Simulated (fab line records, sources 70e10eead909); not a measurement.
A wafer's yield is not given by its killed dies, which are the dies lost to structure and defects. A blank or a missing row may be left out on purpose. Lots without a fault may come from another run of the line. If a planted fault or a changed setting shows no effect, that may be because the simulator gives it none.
fab line records -- flow nand-harc
[record] lots = 13, wafers = 38, last-day = 34
route steps=1302 shown A_CHANNEL_FILL_D1@500 A_DECK1_JOINT@544 A_ONON_D2@547 END@1302
lots that met no fault: taken from a fault-free run of the same line
start-h: start of the lot's first displayed wafer, in hours after the record's first day -- wait-h: hours from the lot's prior step to this one -- " unchanged from the row above -- L1.1+2: several wafers, shown together as one row -- - no value, or no start given -- * or withheld: withheld -- < > ~ a bound
route shown NAME@n: names a module that has steps shown in the file, with the first one's number in the route -- usual: average and standard deviation across the fault-free wafers -- same: alike in all rows -- chamber/n: place in a boat -- sites: per-site readings -- _std_site: standard deviation across them -- _edge_site: outer sites' mean less inner sites' -- radius-mm: for every site, how far away it sits from the centre of the wafer -- mask NAME#n: copy n -- behind: the last tool/chamber to shape the wafer -- hold: what put the lot on hold/how long, in hours/how the hold closed -- device: whichever transistor did not switch (one of n, p or np) -- end of line: tests run on the same wafers once the route is complete -- step lacking rows: just its recipe -- killed: the dies lost at the first sort to structure and to defects; this is not the yield of the wafer -- map: a wafer's dies, marking killed ones x, the rest . and places with no die _
set.NAME: the setting as run; set.NAME@STEP: as run at that earlier step -- model.NAME: the simulator's own value behind a step, which no gauge read
steps of the route over a sample of lots; a table a step, a row a wafer
services: from which hour (start-h, from the record's first day; less than 0 if before it) a tool's chamber was out of use, for how many hours, and why
[[steps]]
[step NHARC_A_CHANNEL_FILL_D1_ETCHBACK_20]
[recipe] target-depth-a = 270, time-s = 13.5, c4f8-flow-sccm = withheld, o2-flow-sccm = 8, ar-flow-sccm = withheld, rf-w = 600, bias-w = 1500, chemistry = C4F8/O2/Ar
[usual] oes-product-au = 0.98/0.033, rf-vpp-V = 977/5.1
lot.wafer,tool,chamber,start-h,wait-h,oes-product-au,rf-hours-counter-h,rf-vpp-V
L677.2,rie-diel-05,1,228.66,-,0.99,8,971
L677.5,rie-diel-05,0,228.66,-,1.00,-,986
L677.6,rie-diel-05,1,228.66,-,0.99,-,970
L681.1,rie-diel-01,2,264.94,-,0.94,3,984
L681.3,rie-diel-01,3,264.94,-,0.94,2,980
L681.5,rie-diel-01,1,264.94,-,0.95,-,973
L682.1,rie-diel-01,0,275.27,-,1.00,3,978
L682.2,rie-diel-01,1,275.27,-,1.00,3,973
L682.3,rie-diel-01,2,275.27,-,0.98,3,984
L686.2,rie-diel-01,3,314.39,-,0.93,4,978
L686.1,rie-diel-01,2,314.39,-,0.92,7,984
L686.4,rie-diel-01,2,314.39,-,0.92,-,985
L688.2,rie-diel-05,2,325.65,-,0.99,5,973
L688.4,rie-diel-05,3,325.65,-,0.99,6,976
L688.5,rie-diel-05,2,325.65,-,0.98,-,974
L687.2,rie-diel-01,3,325.70,-,1.01,5,980
L687.4,rie-diel-01,2,325.70,-,0.93,-,985
L687.3,rie-diel-01,3,325.70,-,1.01,-,978
L691.2,rie-diel-05,3,356.41,-,0.91,7,977
L691.1,rie-diel-05,1,356.41,-,0.92,6,970
L691.5,rie-diel-05,3,356.41,-,0.91,-,979
L693.3,rie-diel-05,1,388.77,-,0.91,8,972
L693.1,rie-diel-05,2,388.77,-,0.92,9,975
L693.5,rie-diel-05,1,388.77,-,0.92,-,970
L695.2,rie-diel-05,3,398.92,-,0.92,9,977
L695.5,rie-diel-05,2,398.92,-,0.91,-,972
L694.1,rie-diel-01,1,398.92,-,0.99,1,972
L694.4,rie-diel-01,1,398.92,-,1.00,-,973
L694.6,rie-diel-01,3,398.92,-,0.99,-,978
L697.4,rie-diel-05,1,416.54,-,0.99,0,971
L697.1,rie-diel-05,0,416.54,-,0.99,0,985
L697.5,rie-diel-05,2,416.54,-,1.00,-,974
L699.4,rie-diel-01,2,436.26,-,1.01,3,985
L699.3,rie-diel-01,3,436.26,-,1.01,4,976
L699.6,rie-diel-01,0,436.26,-,0.99,-,979
L698.3,rie-diel-05,3,469.96,-,0.95,3,977
L698.2,rie-diel-05,0,469.96,-,0.96,3,986
L698.6,rie-diel-05,3,469.96,-,0.95,-,978
[step NHARC_A_CHANNEL_FILL_D1_ALD_25]
[recipe] target-thk-a = 600, pulse-time-s = 10, ald-cycles = 600, temp-c = 300, material = SiOx
[usual] heater-power-outer-w = 258/34, heater-power-w = 454/46, precursor-pulse-height-rel = 1.000/0.018
[same] ald-cycles = 600
lot.wafer,tool,chamber,start-h,wait-h,heater-power-outer-w,heater-power-w,precursor-pulse-height-rel
L677.2,ald-hk-04,0,241.66,1.3,267,474,0.961
L677.5,ald-hk-04,2,242.89,2.5,247,432,1.012
L677.6,ald-hk-04,3,242.89,2.5,248,445,0.981
L681.1,ald-hk-03,0,276.81,0.1,270,460,1.002
L681.3,ald-hk-03,3,278.66,1.9,199,380,0.993
L681.5,ald-hk-03,0,278.66,1.9,274,440,1.032
L682.1,ald-hk-03,3,288.82,0.1,200,376,1.006
L682.2,ald-hk-03,1,290.05,1.3,253,455,0.998
L682.3,ald-hk-03,2,290.05,1.3,237,422,1.011
L686.4,ald-hk-01,2,329.01,0.1,272,503,0.981
L686.1,ald-hk-01,3,329.01,0.1,248,442,0.993
L686.2,ald-hk-01,1,330.87,1.9,325,565,1.033
L687.2,ald-hk-04,3,337.58,0.1,276,462,0.946
L687.3,ald-hk-04,1,338.80,1.3,305,499,1.000
L687.4,ald-hk-04,2,338.80,1.3,250,420,1.022
L688.4,ald-hk-03,1,338.08,0.5,243,441,0.973
L688.2,ald-hk-03,0,339.92,2.4,279,456,0.986
L688.5,ald-hk-03,1,339.92,2.4,244,448,0.993
L691.2,ald-hk-01,0,368.60,0.1,275,510,0.995
L691.1,ald-hk-01,2,369.84,1.3,278,521,1.006
L691.5,ald-hk-01,1,371.71,3.2,339,569,1.012
L693.3,ald-hk-04,1,400.52,0.1,308,509,1.019
L693.1,ald-hk-04,3,401.77,1.3,273,471,0.985
L693.5,ald-hk-04,1,403.02,2.5,306,508,1.008
L695.2,ald-hk-03,2,410.91,0.2,248,442,1.018
L695.5,ald-hk-03,2,413.38,2.6,241,432,0.997
L694.4,ald-hk-04,3,411.40,0.7,267,482,1.011
L694.1,ald-hk-04,1,412.62,1.9,306,501,0.989
L694.6,ald-hk-04,3,413.84,3.1,279,477,0.982
L697.4,ald-hk-03,3,429.14,0.0,201,378,0.990
L697.1,ald-hk-03,1,430.36,1.3,235,418,0.989
L697.5,ald-hk-03,0,432.18,3.1,288,484,0.982
L699.4,ald-hk-03,3,448.77,0.7,198,372,0.970
L699.3,ald-hk-03,0,448.77,0.7,296,482,1.001
L699.6,ald-hk-03,2,450.62,2.5,243,431,1.003
L698.3,ald-hk-03,3,483.94,2.1,200,376,0.994
L698.2,ald-hk-03,1,485.17,3.3,230,440,1.040
L698.6,ald-hk-03,0,487.01,5.2,300,488,0.990
[step NHARC_A_DECK1_JOINT_INSPECT_05]
[usual] raw-defect-count = 319/150
lot.wafer,tool,chamber,start-h,wait-h,raw-defect-count
L677.2,defect-inspect-02,-,291.65,0.0,190
L677.5,defect-inspect-02,-,291.65,0.0,562
L677.6,defect-inspect-02,-,291.65,0.0,198
L681.1,defect-inspect-02,-,321.19,0.0,235
L681.3,defect-inspect-02,-,321.19,0.0,264
L681.5,defect-inspect-02,-,321.19,0.0,217
L682.1,defect-inspect-01,-,334.84,0.0,250
L682.2,defect-inspect-01,-,334.84,0.0,132
L682.3,defect-inspect-01,-,334.84,0.0,128
L686.1,defect-inspect-02,-,374.94,0.0,291
L686.2,defect-inspect-02,-,374.94,0.0,209
L686.4,defect-inspect-02,-,374.94,0.0,189
L687.2,defect-inspect-02,-,380.52,0.0,282
L687.3,defect-inspect-02,-,380.52,0.0,327
L687.4,defect-inspect-02,-,380.52,0.0,281
L688.2,defect-inspect-02,-,380.52,0.0,485
L688.4,defect-inspect-02,-,380.52,0.0,632
L688.5,defect-inspect-02,-,380.52,0.0,635
L691.1,defect-inspect-01,-,415.61,0.0,299
L691.2,defect-inspect-01,-,415.61,0.0,316
L691.5,defect-inspect-01,-,415.61,0.0,215
L693.1,defect-inspect-02,-,443.49,0.0,226
L693.3,defect-inspect-02,-,443.49,0.0,393
L693.5,defect-inspect-02,-,443.49,0.0,268
L695.2,defect-inspect-02,-,457.62,0.0,326
L695.5,defect-inspect-02,-,457.62,0.0,261
L694.1,defect-inspect-02,-,457.64,0.0,346
L694.4,defect-inspect-02,-,457.64,0.0,415
L694.6,defect-inspect-02,-,457.64,0.0,209
L697.1,defect-inspect-02,-,475.87,0.0,166
L697.4,defect-inspect-02,-,475.87,0.0,217
L697.5,defect-inspect-02,-,475.87,0.0,182
L699.3,defect-inspect-01,-,502.41,0.0,379
L699.4,defect-inspect-01,-,502.41,0.0,951
L699.6,defect-inspect-01,-,502.41,0.0,581
L698.2,defect-inspect-02,-,531.25,0.0,165
L698.3,defect-inspect-02,-,531.25,0.0,231
L698.6,defect-inspect-02,-,531.25,0.0,207
[step NHARC_A_ONON_D2_DEP_03]
[recipe] target-thk-a = 10000, n2-flow-sccm = 2750, n2o-flow-sccm = 2000, nh3-flow-sccm = 500, sih4-flow-sccm = 210, temp-c = 400
[usual] n2o-flow-sccm = 2002/6, sih4-flow-sccm = 210.0/0.55
lot.wafer,tool,chamber,start-h,wait-h,n2o-flow-sccm,sih4-flow-sccm
L677.2,pecvd-onon-01,0,292.34,0.1,2010,210.0
L677.5,pecvd-onon-01,0,292.34,0.1,2009,209.1
L677.6,pecvd-onon-01,0,292.34,0.1,2011,209.9
L681.1,pecvd-onon-02,0,321.82,0.1,2002,210.3
L681.3,pecvd-onon-02,0,321.82,0.1,1994,211.1
L681.5,pecvd-onon-02,0,321.82,0.1,1996,210.7
L682.1,pecvd-onon-04,0,335.48,0.1,1996,210.1
L682.2,pecvd-onon-04,0,335.48,0.1,1996,210.2
L682.3,pecvd-onon-04,0,335.48,0.1,2002,210.5
L686.1,pecvd-onon-01,0,375.57,0.1,1993,211.1
L686.2,pecvd-onon-01,0,375.57,0.1,1999,210.8
L686.4,pecvd-onon-01,0,375.57,0.1,2004,210.8
L687.2,pecvd-onon-01,0,381.21,0.1,2001,210.1
L687.3,pecvd-onon-01,0,381.21,0.1,1999,211.1
L687.4,pecvd-onon-01,0,381.21,0.1,2002,209.7
L688.2,pecvd-onon-04,0,381.21,0.1,2003,211.3
L688.4,pecvd-onon-04,0,381.21,0.1,2000,210.5
L688.5,pecvd-onon-04,0,381.21,0.1,1999,209.9
L691.1,pecvd-onon-04,0,416.52,0.1,2000,209.6
L691.2,pecvd-onon-04,0,416.52,0.1,2007,209.9
L691.5,pecvd-onon-04,0,416.52,0.1,1995,209.4
L693.1,pecvd-onon-04,0,444.12,0.1,2000,209.8
L693.3,pecvd-onon-04,0,444.12,0.1,2003,210.7
L693.5,pecvd-onon-04,0,444.12,0.1,2007,209.8
L695.2,pecvd-onon-04,0,458.31,0.1,2001,210.6
L695.5,pecvd-onon-04,0,458.31,0.1,2002,209.7
L694.1,pecvd-onon-02,0,458.39,0.1,2014,209.0
L694.4,pecvd-onon-02,0,458.39,0.1,2009,209.9
L694.6,pecvd-onon-02,0,458.39,0.1,2013,209.1
L697.1,pecvd-onon-04,0,476.51,0.1,2011,209.2
L697.4,pecvd-onon-04,0,476.51,0.1,2008,209.6
L697.5,pecvd-onon-04,0,476.51,0.1,2009,209.5
L699.3,pecvd-onon-02,0,503.16,0.2,1999,209.9
L699.4,pecvd-onon-02,0,503.16,0.2,2006,210.1
L699.6,pecvd-onon-02,0,503.16,0.2,2003,209.9
L698.2,pecvd-onon-02,0,531.94,0.1,2008,210.4
L698.3,pecvd-onon-02,0,531.94,0.1,1997,209.2
L698.6,pecvd-onon-02,0,531.94,0.1,1999,210.0
[step NHARC_A_ONON_D2_THK_MEAS_05]
[recipe] thk-meas-gauge = ellipsometry
[usual] thk-nm = 1000/10
lot.wafer,tool,chamber,start-h,wait-h,thk-nm
L677.2,film-metro-02,-,292.82,-,1000
L677.5,film-metro-02,-,292.82,-,998
L677.6,film-metro-02,-,292.82,-,997
L681.1,film-metro-01,-,322.33,-,994
L681.3,film-metro-01,-,322.33,-,992
L681.5,film-metro-01,-,322.33,-,991
L682.1,film-metro-02,-,336.00,-,1002
L682.2,film-metro-02,-,336.00,-,1003
L682.3,film-metro-02,-,336.00,-,1004
L686.1,film-metro-01,-,376.08,-,997
L686.2,film-metro-01,-,376.08,-,998
L686.4,film-metro-01,-,376.08,-,998
L687.2,film-metro-01,-,381.66,-,1004
L687.3,film-metro-01,-,381.66,-,1003
L687.4,film-metro-01,-,381.66,-,1003
L688.2,film-metro-01,-,381.67,-,999
L688.4,film-metro-01,-,381.67,-,1001
L688.5,film-metro-01,-,381.67,-,1001
L691.1,film-metro-01,-,417.04,-,1008
L691.2,film-metro-01,-,417.04,-,1007
L691.5,film-metro-01,-,417.04,-,1010
L693.1,film-metro-01,-,444.63,-,1007
L693.3,film-metro-01,-,444.63,-,1459
L693.5,film-metro-01,-,444.63,-,1456
L695.2,film-metro-02,-,458.76,-,1019
L695.5,film-metro-02,-,458.76,-,1469
L694.1,film-metro-01,-,458.90,-,981
L694.4,film-metro-01,-,458.90,-,980
L694.6,film-metro-01,-,458.90,-,981
L697.1,film-metro-02,-,477.03,-,989
L697.4,film-metro-02,-,477.03,-,989
L697.5,film-metro-02,-,477.03,-,1437
L699.3,film-metro-01,-,503.56,-,998
L699.4,film-metro-01,-,503.56,-,997
L699.6,film-metro-01,-,503.56,-,998
L698.2,film-metro-02,-,532.39,-,1010
L698.3,film-metro-02,-,532.39,-,1011
L698.6,film-metro-02,-,532.39,-,1011
[step NHARC_END_SORT_01]
[recipe] temp-c = 25
[usual] killed-at-array = 58/15, killed-at-other = 0.8/1.2, killed-at-periphery = 3.5/2.5, killed-dies = 62/15, killed-open = 3.2/1.7, killed-short = 2.4/1.5
[same] gross-dies = 677
lot.wafer,tool,chamber,start-h,wait-h,killed-at-array,killed-at-other,killed-at-periphery,killed-dies,killed-open,killed-short
L693.1,prober-01,0,733.41,2.5,72,0,0,72,2,1
L693.3,prober-01,0,735.03,3.1,671,1,5,677,6,3
L693.5,prober-01,0,736.65,3.7,673,0,4,677,3,1
L695.2,prober-02,0,734.12,2.7,63,0,3,66,1,1
L695.5,prober-02,0,736.46,3.6,672,0,5,677,3,4
L697.1,prober-02,0,772.56,2.5,57,1,5,63,3,5
L697.4,prober-02,0,774.97,3.4,63,0,1,64,3,1
L697.5,prober-02,0,775.77,3.7,672,0,5,677,3,4
// killed by level:class
L693.1 A_CHANNEL_HOLE_D1:chamber-film-flake=30 A_CHANNEL_HOLE_D2:chamber-film-flake=22 A_SLIT:chamber-film-flake=8 A_CONTACT:chamber-film-flake=4 A_STAIRCASE:chamber-film-flake=3 A_WL_FILL:chamber-film-flake=2 A_ONON_D2:geometric-particle:open=1 A_WL_FILL:geometric-particle:open=1
L695.2 A_SLIT:chamber-film-flake=28 A_CHANNEL_HOLE_D2:chamber-film-flake=18 A_CONTACT:chamber-film-flake=5 A_CHANNEL_HOLE_D1:chamber-film-flake=4 A_CHANNEL_FILL_D2:chamber-film-flake=3 A_STAIRCASE:chamber-film-flake=3 P_GATE:chamber-film-flake=2 A_SOURCE_PLATE:geometric-particle:short=1
L693.3 A_ONON_D2:area-dep=609 A_CHANNEL_HOLE_D1:chamber-film-flake=27 A_CHANNEL_HOLE_D2:chamber-film-flake=20 A_SLIT:chamber-film-flake=5 A_CONTACT:chamber-film-flake=3 A_STAIRCASE:chamber-film-flake=2 P_STI:geometric-particle:short=1 P_CONTACT:geometric-particle:short=1
L695.5 A_ONON_D2:area-dep=581 A_SLIT:chamber-film-flake=35 A_CHANNEL_HOLE_D2:chamber-film-flake=25 A_CHANNEL_HOLE_D1:chamber-film-flake=10 A_CONTACT:chamber-film-flake=7 A_STAIRCASE:chamber-film-flake=6 P_GATE:chamber-film-flake=3 A_WL_FILL:geometric-particle:open=2
L693.5 A_ONON_D2:area-dep=608 A_CHANNEL_HOLE_D1:chamber-film-flake=27 A_CHANNEL_HOLE_D2:chamber-film-flake=23 A_CONTACT:chamber-film-flake=9 P_GATE:chamber-film-flake=2 P_M0:geometric-particle:open=1 A_CHANNEL_HOLE_D1:geometric-particle:open=1 A_CHANNEL_FILL_D1:geometric-particle:short=1
L697.1 A_SLIT:chamber-film-flake=26 A_CHANNEL_HOLE_D1:chamber-film-flake=10 A_CHANNEL_HOLE_D2:chamber-film-flake=6 A_WL_FILL:chamber-film-flake=3 A_WL_FILL:geometric-particle:short=2 P_ZERO_WELL:chamber-film-flake=2 P_GATE:chamber-film-flake=2 A_ZERO_WELL:chamber-film-flake=2
L697.4 A_SLIT:chamber-film-flake=29 A_CHANNEL_HOLE_D1:chamber-film-flake=21 A_CHANNEL_HOLE_D2:chamber-film-flake=3 A_CHANNEL_FILL_D1:chamber-film-flake=2 A_CONTACT:chamber-film-flake=2 A_CHANNEL_HOLE_D1:geometric-particle:short=1 A_DECK1_JOINT:geometric-particle:open=1 A_ONON_D2:geometric-particle:open=1
L697.5 A_ONON_D2:area-dep=611 A_SLIT:chamber-film-flake=30 A_CHANNEL_HOLE_D2:chamber-film-flake=10 A_CHANNEL_HOLE_D1:chamber-film-flake=9 A_CHANNEL_FILL_D1:chamber-film-flake=4 A_ONON_D2:geometric-particle:short=2 P_GATE:chamber-film-flake=2 P_GATE:geometric-particle:open=1
[[services]]
tool,chamber,start-h,hours,kind
ald-hk-03,-,213.24,10.0,pm
rie-diel-05,-,229.60,9.0,pm
rie-diel-01,3,235.24,23.5,repair
pecvd-onon-01,-,269.37,13.0,pm
rie-diel-01,3,273.97,11.6,repair
rie-diel-01,0,277.60,4.9,repair
rie-diel-05,-,277.82,2.1,repair
rie-diel-05,1,282.15,7.4,repair
rie-diel-01,1,288.20,93.8,repair
ald-hk-04,-,289.56,1.4,repair
pecvd-onon-04,-,311.33,13.0,pm
rie-diel-01,0,319.61,7.2,repair
rie-diel-01,2,339.49,4.7,repair
rie-diel-01,-,356.90,1.0,repair
pecvd-onon-02,-,366.00,13.0,pm
rie-diel-01,-,380.82,9.0,pm
ald-hk-03,-,391.67,10.0,pm
rie-diel-01,2,393.51,3.3,repair
rie-diel-01,2,397.78,2.8,repair
rie-diel-05,-,406.60,9.0,pm
ald-hk-04,-,434.74,10.0,pm
ald-hk-04,-,457.18,1.8,repair
pecvd-onon-04,-,492.33,13.0,pm
rie-diel-01,2,520.61,2.8,repair
[[key]]
[first-sign] step = NHARC_A_ONON_D2_THK_MEAS_05, reading = thk-nm, direction = up, sigmas = 44, usual = 1000, struck = 1455
[effect] step = NHARC_END_SORT_01, reading = killed-dies, direction = up, sigmas = 42, usual = 62, struck = 677
[more-kills-born-at] NHARC_A_ONON_D2_DEP_03@pecvd-onon-04 = 2409
met-at NHARC_A_ONON_D2_DEP_03
struck-lots L693,L695,L697
struck-wafers L693.3,L693.5,L695.5,L697.5
later-rows-left-out L693.3,L693.5,L695.5,L697.5
tester-left-out L693,L695,L697
not-acting-at NHARC_A_CHANNEL_FILL_D1_ETCHBACK_20,NHARC_A_CHANNEL_FILL_D1_ALD_25,NHARC_A_DECK1_JOINT_INSPECT_05
onset-between 416.52 444.12
[fault] kind = process-parameter-drift, tool = pecvd-onon-04, chamber = -, onset-h = 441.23, steps = NHARC_A_ONON_D2_DEP_03, channel = target-thk-a, offset = *, shape = step, end-h = 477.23, scope = struck-wafers-only, acts-in = *, stated = *
// tester-left-out: of these lots the tester's yield and bins aren't shown, on N5 and GAA mostly nor the transistor test; their killed dies are dies lost to structure and defects alone, not to doping, threshold or leakage, so they don't give the yield
// later-rows-left-out: the simulator's readings of these wafers behind a module that went badly wrong aren't trusted and aren't shown, but for the sort
